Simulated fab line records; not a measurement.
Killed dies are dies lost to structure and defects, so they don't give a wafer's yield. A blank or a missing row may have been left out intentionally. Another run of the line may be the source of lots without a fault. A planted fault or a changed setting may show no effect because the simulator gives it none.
Problem report in the 8D (eight disciplines) form, filled by code :: flow n5_finfet :: the parts of the form that need people (team, actions taken, sign-off) are left out

1. WHAT IS WRONG
Wafers without a fault read 1500.1 rpm, standard deviation 0.96; spin_speed_rpm at N5_BEOL_M12_COAT_65 reads a mean of 1456.3 rpm on 6 wafers belonging to 2 lots. That puts it -46 standard deviations away from the usual mean.
The step: time 60 s, resist thk 300 nm.
Seen first at day 12 23:22 on litho_track-05, wafer L752.2. At this step, 18 wafers from 6 lots have a number in the record. Rule for "out" (also "out of limits"): further than 4 standard deviations from the usual mean. All remaining wafers that have a number are taken as sound.

2. WHAT IT IS AND WHAT IT IS NOT
question: which readings at this step
is: spin_speed_rpm
is not: -

question: which lots
is: L752, L754
is not: L744, L760, L764, L765

question: which wafers of those lots
is: all that have a number
is not: -

question: read on which tools
is: litho_track-05
is not: litho_track-01, litho_track-02

question: when
is: from day 12 23:22
is not: up to then (3 sound wafers); but 9 sound wafers of L760, L764, L765 came after

3. SUSPECTS, AND WHAT RULES EACH OUT
Counting: any tool at a process step up to the reading is kept as a suspect provided that every lot that is out went through it and no sound lot did after the first of them.
- litho_track-05 at N5_BEOL_M12_COAT_65 (time 60 s, resist thk 300 nm): kept. Every lot that is out went through it, starting with L752 (day 12 23:22), and after that it ran no sound lot; the last sound lot it ran before then is L744 (day 10 23:38). Its own spin_speed_rpm readings are out on those wafers.
After counting, what remains is litho_track-05 at N5_BEOL_M12_COAT_65.

4. THE CAUSE (what the simulator had put in)
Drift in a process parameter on litho_track-05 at N5_BEOL_M12_COAT_65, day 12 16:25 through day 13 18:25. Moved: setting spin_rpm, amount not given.
Counting left only this tool.

5. THE EFFECT CHAIN, in route order
One row per reading whose mean, taken over the struck wafers that have a number, lies over 3 standard deviations from the usual. Readings are gone through only where the record gives a usual standard deviation; hours: the median, over the lots, of the time from a lot's start at the first step in this table giving one to that lot's start at this step; sigmas: the change measured in usual standard deviations.
hours: 0
step: N5_BEOL_M12_COAT_65
reading: spin_speed_rpm
usual: 1500.1 rpm
on struck wafers: 1456.3
change: -43.8
sigmas: -46
The process steps in it:
- N5_BEOL_M12_COAT_65: time 60 s, resist thk 300 nm.

6. HOW IT WOULD HAVE BEEN CAUGHT EARLIER
In this record no reading fell out of limits until day 12 23:22, 7 hours after the fault had begun at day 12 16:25.
